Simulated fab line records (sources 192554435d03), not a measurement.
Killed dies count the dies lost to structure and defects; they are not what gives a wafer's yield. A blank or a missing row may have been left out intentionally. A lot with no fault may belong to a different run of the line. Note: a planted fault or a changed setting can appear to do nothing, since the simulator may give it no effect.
Split-lot experiment || flow n5Finfet || route with 1938 steps; 7 lots, 21 wafers read

== ON THE SPLIT ==
At N5_BEOL_M1_ETCH_77 (etches underlayer in N2/H2, target depth 6.5 nm, time 5.2 s), the setting sourceW was moved away from the recipe's 840 W on 9 of the 21 wafers read, by -14.3% to +17.6%. This setting was run at the recipe's value on the other wafers.

The reading is taken at the split's own step.

== THE READING ==
rfVppV, in V, at N5_BEOL_M1_ETCH_77 (etches underlayer in N2/H2, target depth 6.5 nm, time 5.2 s). On this fab line, fault-free wafers typically give 524 V with a standard deviation of 3.2 V.

{"wafer": "L077.4", "tool, chamber at the split": "rieDiel-03, 1", "sourceW as run, W": 840, "against the recipe": "recipe", "rfVppV, V": 521, "against lot-mates on the recipe": "-"}
{"wafer": "L077.5", "tool, chamber at the split": "rieDiel-03, 0", "sourceW as run, W": 840, "against the recipe": "recipe", "rfVppV, V": 527, "against lot-mates on the recipe": "-"}
{"wafer": "L077.6", "tool, chamber at the split": "rieDiel-03, 3", "sourceW as run, W": 840, "against the recipe": "recipe", "rfVppV, V": 521, "against lot-mates on the recipe": "-"}
{"wafer": "L084.1", "tool, chamber at the split": "rieDiel-01, 0", "sourceW as run, W": 908.9, "against the recipe": "+8.2%", "rfVppV, V": 511, "against lot-mates on the recipe": -14}
{"wafer": "L084.5", "tool, chamber at the split": "rieDiel-01, 3", "sourceW as run, W": 908.9, "against the recipe": "+8.2%", "rfVppV, V": 511, "against lot-mates on the recipe": -14}
{"wafer": "L084.6", "tool, chamber at the split": "rieDiel-01, 0", "sourceW as run, W": 840, "against the recipe": "recipe", "rfVppV, V": 525, "against lot-mates on the recipe": "-"}
{"wafer": "L085.1", "tool, chamber at the split": "rieDiel-06, 0", "sourceW as run, W": 840, "against the recipe": "recipe", "rfVppV, V": 519, "against lot-mates on the recipe": "-"}
{"wafer": "L085.3", "tool, chamber at the split": "rieDiel-06, 3", "sourceW as run, W": 772.4, "against the recipe": "-8.0%", "rfVppV, V": 533, "against lot-mates on the recipe": "+13"}
{"wafer": "L085.6", "tool, chamber at the split": "rieDiel-06, 0", "sourceW as run, W": 840, "against the recipe": "recipe", "rfVppV, V": 521, "against lot-mates on the recipe": "-"}
{"wafer": "L087.1", "tool, chamber at the split": "rieDiel-03, 2", "sourceW as run, W": 988.2, "against the recipe": "+17.6%", "rfVppV, V": 497, "against lot-mates on the recipe": -28}
{"wafer": "L087.3", "tool, chamber at the split": "rieDiel-03, 3", "sourceW as run, W": 840, "against the recipe": "recipe", "rfVppV, V": 523, "against lot-mates on the recipe": "-"}
{"wafer": "L087.5", "tool, chamber at the split": "rieDiel-03, 0", "sourceW as run, W": 840, "against the recipe": "recipe", "rfVppV, V": 527, "against lot-mates on the recipe": "-"}
{"wafer": "L090.1", "tool, chamber at the split": "rieDiel-01, 2", "sourceW as run, W": 840, "against the recipe": "recipe", "rfVppV, V": 527, "against lot-mates on the recipe": "-"}
{"wafer": "L090.2", "tool, chamber at the split": "rieDiel-01, 0", "sourceW as run, W": 720.1, "against the recipe": "-14.3%", "rfVppV, V": 551, "against lot-mates on the recipe": "+24"}
{"wafer": "L090.3", "tool, chamber at the split": "rieDiel-01, 1", "sourceW as run, W": 720.1, "against the recipe": "-14.3%", "rfVppV, V": 553, "against lot-mates on the recipe": "+26"}
{"wafer": "L091.1", "tool, chamber at the split": "rieDiel-03, 2", "sourceW as run, W": 890.7, "against the recipe": "+6.0%", "rfVppV, V": 518, "against lot-mates on the recipe": -3}
{"wafer": "L091.2", "tool, chamber at the split": "rieDiel-03, 1", "sourceW as run, W": 840, "against the recipe": "recipe", "rfVppV, V": 522, "against lot-mates on the recipe": "-"}
{"wafer": "L091.4", "tool, chamber at the split": "rieDiel-03, 3", "sourceW as run, W": 840, "against the recipe": "recipe", "rfVppV, V": 520, "against lot-mates on the recipe": "-"}
{"wafer": "L093.2", "tool, chamber at the split": "rieDiel-06, 3", "sourceW as run, W": 840, "against the recipe": "recipe", "rfVppV, V": 518, "against lot-mates on the recipe": "-"}
{"wafer": "L093.3", "tool, chamber at the split": "rieDiel-06, 1", "sourceW as run, W": 947.1, "against the recipe": "+12.7%", "rfVppV, V": 507, "against lot-mates on the recipe": -11}
{"wafer": "L093.4", "tool, chamber at the split": "rieDiel-06, 2", "sourceW as run, W": 947.1, "against the recipe": "+12.7%", "rfVppV, V": 502, "against lot-mates on the recipe": -16}

FIT RESULTS
A straight line over all 21 wafers: rfVppV changes by -1.63 V for each +1% of sourceW; r = -0.97; the points scatter about the line by 3.5 V.
The same after taking each lot's own level away (the mean of its wafers on the recipe; 21 wafers): -1.51 V for each +1%; r = -0.97; scatter 2.9 V.
The reading moves by 27 V for the largest change in sourceW, on that fit.
The span of the lots' own levels, 518.0 to 527.0 V, comes to 2.8 times the standard deviation stated above.
So the lot-to-lot level changes the slope little: the two slopes agree.
Check: with one of the wafers moved furthest among these (+17.6%) left out of the fit, the line predicts -24.8 V for it against its lot-mates. It came out at -28 V against them.
Tool readings at the split's step, against how far the setting was moved: rfVppV r = -0.97.

== THE OTHER SPLITS THESE WAFERS WENT THROUGH ==
Note: prior to the reading, these wafers also went through further splits. Each is held against what the fit with the lots' levels taken away leaves over:
{"other split on the same wafers": "N5_SDB_COAT_05 spinRpm", "wafers away from the commonest value": 6, "r with rfVppV (lot level and that fit taken away)": "+0.43"}
{"other split on the same wafers": "N5_HKMG_FIN_COAT_29 spinRpm", "wafers away from the commonest value": 8, "r with rfVppV (lot level and that fit taken away)": "+0.08"}
{"other split on the same wafers": "N5_GATE_CUT_COAT_27 spinRpm", "wafers away from the commonest value": 11, "r with rfVppV (lot level and that fit taken away)": -0.19}
{"other split on the same wafers": "N5_MOL_CONTACT_COAG_SPUTTER_130 powerW", "wafers away from the commonest value": 10, "r with rfVppV (lot level and that fit taken away)": "+0.30"}
{"other split on the same wafers": "N5_MOL_CONTACT_COAG_COAT_64 spinRpm", "wafers away from the commonest value": 7, "r with rfVppV (lot level and that fit taken away)": -0.11}
{"other split on the same wafers": "N5_BEOL_M0_SAQP_EXPOSE_11 doseMj", "wafers away from the commonest value": 5, "r with rfVppV (lot level and that fit taken away)": -0.12}
{"other split on the same wafers": "N5_BEOL_M0_SAQP_MANDREL_ETCH_20 icpW", "wafers away from the commonest value": 12, "r with rfVppV (lot level and that fit taken away)": -0.40}
{"other split on the same wafers": "N5_BEOL_M0_CUTY_EXPOSE_54 doseMj", "wafers away from the commonest value": 5, "r with rfVppV (lot level and that fit taken away)": -0.02}
{"other split on the same wafers": "N5_BEOL_M1_EXPOSE_25 doseMj", "wafers away from the commonest value": 6, "r with rfVppV (lot level and that fit taken away)": -0.11}

== FILE'S OWN FIT ==
rfVppV changes by -1.51 V for each +1% of sourceW, r = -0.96.
